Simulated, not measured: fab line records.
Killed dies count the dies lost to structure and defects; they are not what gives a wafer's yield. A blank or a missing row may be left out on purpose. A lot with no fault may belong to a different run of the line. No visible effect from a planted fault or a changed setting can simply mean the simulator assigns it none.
Matching of chambers :: flow nand_harc :: NHARC_A_STAIRCASE_DESCUM_291 on rie_diel-02: 4 sister chambers
The step chemistry O2, time 3 s. 7 wafers are shown with their chamber, then 7 later ones without.

## WAFERS WITH THEIR CHAMBER
wafer: L081.3
chamber: 0
showerhead_plenum_p_Torr (Torr): 2.06
drypump_motor_current_A (A): 6.1

wafer: L085.2
chamber: 0
showerhead_plenum_p_Torr (Torr): 2.05
drypump_motor_current_A (A): 6.1

wafer: L085.6
chamber: 1
showerhead_plenum_p_Torr (Torr): 1.96
drypump_motor_current_A (A): 5.8

wafer: L087.4
chamber: 1
showerhead_plenum_p_Torr (Torr): 1.96
drypump_motor_current_A (A): 5.8

wafer: L087.6
chamber: 2
showerhead_plenum_p_Torr (Torr): 2.04
drypump_motor_current_A (A): 6.4

wafer: L091.1
chamber: 2
showerhead_plenum_p_Torr (Torr): 2.04
drypump_motor_current_A (A): 6.5

wafer: L091.3
chamber: 3
showerhead_plenum_p_Torr (Torr): 1.83
drypump_motor_current_A (A): 5.5

## WAFERS WITH NO CHAMBER GIVEN
wafer: L091.4
showerhead_plenum_p_Torr (Torr): 1.95
drypump_motor_current_A (A): 5.9

wafer: L093.1
showerhead_plenum_p_Torr (Torr): 1.95
drypump_motor_current_A (A): 5.8

wafer: L093.2
showerhead_plenum_p_Torr (Torr): 1.83
drypump_motor_current_A (A): 5.5

wafer: L093.4
showerhead_plenum_p_Torr (Torr): 2.04
drypump_motor_current_A (A): 6.1

wafer: L094.3
showerhead_plenum_p_Torr (Torr): 2.04
drypump_motor_current_A (A): 6.1

wafer: L094.4
showerhead_plenum_p_Torr (Torr): 1.83
drypump_motor_current_A (A): 5.5

wafer: L094.6
showerhead_plenum_p_Torr (Torr): 2.03
drypump_motor_current_A (A): 6.5

## CHAMBER TAKEN BY EACH
wafer: L091.4
from the rows above: 1
in truth: 1

wafer: L093.1
from the rows above: 1
in truth: 1

wafer: L093.2
from the rows above: 3
in truth: 3

wafer: L093.4
from the rows above: 0
in truth: 0

wafer: L094.3
from the rows above: 0
in truth: 0

wafer: L094.4
from the rows above: 3
in truth: 3

wafer: L094.6
from the rows above: 2
in truth: 2
7 of 7 placed correctly. Can't be placed from these rows: 0. 0 placed wrongly.
How it was worked out, from the rows above alone: a wafer's distance from a chamber is the root of the sum, over the readings, of the square of ((its reading less the chamber's mean) divided by the reading's scatter). If the next closest chamber is less than 2 further off than the closest, the wafer can't be placed; otherwise it belongs to the closest. The mean given for a chamber averages the wafers shown for that chamber. How the scatter is found: for the shown wafers, subtract from each reading the mean of its chamber, square and add these, divide the total by (wafers less chambers), then take the root.
